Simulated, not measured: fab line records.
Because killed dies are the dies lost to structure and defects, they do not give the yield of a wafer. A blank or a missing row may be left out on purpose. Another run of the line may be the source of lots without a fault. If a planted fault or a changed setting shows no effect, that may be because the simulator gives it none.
Chamber matching || flow nandHarc || NHARC_A_SGD_CUT_ETCHBACK_24 on rieDiel-03: 4 sister chambers
The step etches the open film in CH3F/O2, target depth 50 nm, time 92.857 s. 18 wafers are shown with their chamber, then 9 later ones without.

== WAFERS PAIRED WITH THEIR CHAMBERS ==
{"wafer": "L076.2", "chamber": 3, "showerheadPlenumPTorr (Torr)": 2.57, "rfVppV (V)": 246.0, "oesProductAu (a.u.)": 1.00}
{"wafer": "L076.3", "chamber": 1, "showerheadPlenumPTorr (Torr)": 2.37, "rfVppV (V)": 243.5, "oesProductAu (a.u.)": 1.01}
{"wafer": "L076.6", "chamber": 0, "showerheadPlenumPTorr (Torr)": 2.30, "rfVppV (V)": 241.7, "oesProductAu (a.u.)": 0.99}
{"wafer": "L077.1", "chamber": 2, "showerheadPlenumPTorr (Torr)": 2.51, "rfVppV (V)": 245.3, "oesProductAu (a.u.)": 0.93}
{"wafer": "L077.4", "chamber": 1, "showerheadPlenumPTorr (Torr)": 2.37, "rfVppV (V)": 244.1, "oesProductAu (a.u.)": 0.92}
{"wafer": "L077.5", "chamber": 1, "showerheadPlenumPTorr (Torr)": 2.37, "rfVppV (V)": 243.1, "oesProductAu (a.u.)": 0.92}
{"wafer": "L080.2", "chamber": 3, "showerheadPlenumPTorr (Torr)": 2.57, "rfVppV (V)": 246.4, "oesProductAu (a.u.)": 0.99}
{"wafer": "L080.5", "chamber": 3, "showerheadPlenumPTorr (Torr)": 2.57, "rfVppV (V)": 246.3, "oesProductAu (a.u.)": 0.98}
{"wafer": "L080.6", "chamber": 2, "showerheadPlenumPTorr (Torr)": 2.51, "rfVppV (V)": 245.2, "oesProductAu (a.u.)": 0.98}
{"wafer": "L081.2", "chamber": 1, "showerheadPlenumPTorr (Torr)": 2.37, "rfVppV (V)": 245.0, "oesProductAu (a.u.)": 0.92}
{"wafer": "L081.4", "chamber": 2, "showerheadPlenumPTorr (Torr)": 2.51, "rfVppV (V)": 244.6, "oesProductAu (a.u.)": 0.92}
{"wafer": "L081.6", "chamber": 0, "showerheadPlenumPTorr (Torr)": 2.30, "rfVppV (V)": 242.6, "oesProductAu (a.u.)": 0.92}
{"wafer": "L082.1", "chamber": 3, "showerheadPlenumPTorr (Torr)": 2.57, "rfVppV (V)": 246.2, "oesProductAu (a.u.)": 1.00}
{"wafer": "L082.2", "chamber": 2, "showerheadPlenumPTorr (Torr)": 2.51, "rfVppV (V)": 245.5, "oesProductAu (a.u.)": 0.99}
{"wafer": "L082.6", "chamber": 2, "showerheadPlenumPTorr (Torr)": 2.51, "rfVppV (V)": 244.1, "oesProductAu (a.u.)": 0.99}
{"wafer": "L087.2", "chamber": 3, "showerheadPlenumPTorr (Torr)": 2.57, "rfVppV (V)": 245.2, "oesProductAu (a.u.)": 0.93}
{"wafer": "L087.4", "chamber": 0, "showerheadPlenumPTorr (Torr)": 2.29, "rfVppV (V)": 242.7, "oesProductAu (a.u.)": 0.90}
{"wafer": "L087.5", "chamber": 1, "showerheadPlenumPTorr (Torr)": 2.36, "rfVppV (V)": 241.9, "oesProductAu (a.u.)": 0.91}

SIGNATURES, as means of the wafers listed above
{"reading": "showerheadPlenumPTorr", "chamber 0": 2.2967, "chamber 1": 2.3680, "chamber 2": 2.5100, "chamber 3": 2.5700, "scatter within a chamber": 0.00324}
{"reading": "rfVppV", "chamber 0": 242.333, "chamber 1": 243.520, "chamber 2": 244.940, "chamber 3": 246.020, "scatter within a chamber": 0.765}
{"reading": "oesProductAu", "chamber 0": 0.9367, "chamber 1": 0.9360, "chamber 2": 0.9620, "chamber 3": 0.9800, "scatter within a chamber": 0.0373}
Rule: for each reading, subtract the chamber's mean from the wafer's reading, divide by that reading's scatter and square the result; add these up over the readings and take the root, which gives the wafer's distance from the chamber. The wafer belongs to the nearest chamber; if the next one is less than 2 further off, it can't be placed. The scatter: take each reading less its chamber's mean, square it, sum over the shown wafers, divide by the number of wafers less the number of chambers, and take the root.

== WAFERS MISSING THEIR CHAMBER ==
{"wafer": "L091.3", "showerheadPlenumPTorr (Torr)": 2.36, "rfVppV (V)": 242.5, "oesProductAu (a.u.)": 0.92}
{"wafer": "L091.4", "showerheadPlenumPTorr (Torr)": 2.51, "rfVppV (V)": 245.5, "oesProductAu (a.u.)": 0.91}
{"wafer": "L091.5", "showerheadPlenumPTorr (Torr)": 2.29, "rfVppV (V)": 241.9, "oesProductAu (a.u.)": 0.92}
{"wafer": "L093.1", "showerheadPlenumPTorr (Torr)": 2.51, "rfVppV (V)": 245.1, "oesProductAu (a.u.)": 0.92}
{"wafer": "L093.3", "showerheadPlenumPTorr (Torr)": 2.36, "rfVppV (V)": 242.8, "oesProductAu (a.u.)": 0.93}
{"wafer": "L093.5", "showerheadPlenumPTorr (Torr)": 2.57, "rfVppV (V)": 245.7, "oesProductAu (a.u.)": 0.93}
{"wafer": "L095.1", "showerheadPlenumPTorr (Torr)": 2.36, "rfVppV (V)": 242.6, "oesProductAu (a.u.)": 1.01}
{"wafer": "L095.3", "showerheadPlenumPTorr (Torr)": 2.51, "rfVppV (V)": 245.7, "oesProductAu (a.u.)": 0.99}
{"wafer": "L095.5", "showerheadPlenumPTorr (Torr)": 2.36, "rfVppV (V)": 243.4, "oesProductAu (a.u.)": 1.00}

== WHICH CHAMBER EACH WENT THROUGH ==
{"wafer": "L091.3", "from the rows above": 1, "in truth": 1}
{"wafer": "L091.4", "from the rows above": 2, "in truth": 2}
{"wafer": "L091.5", "from the rows above": 0, "in truth": 0}
{"wafer": "L093.1", "from the rows above": 2, "in truth": 2}
{"wafer": "L093.3", "from the rows above": 1, "in truth": 1}
{"wafer": "L093.5", "from the rows above": 3, "in truth": 3}
{"wafer": "L095.1", "from the rows above": 1, "in truth": 1}
{"wafer": "L095.3", "from the rows above": 2, "in truth": 2}
{"wafer": "L095.5", "from the rows above": 1, "in truth": 1}
Placed correctly: 9 of 9. Left unplaced by these rows: 0. Placed wrongly: 0.
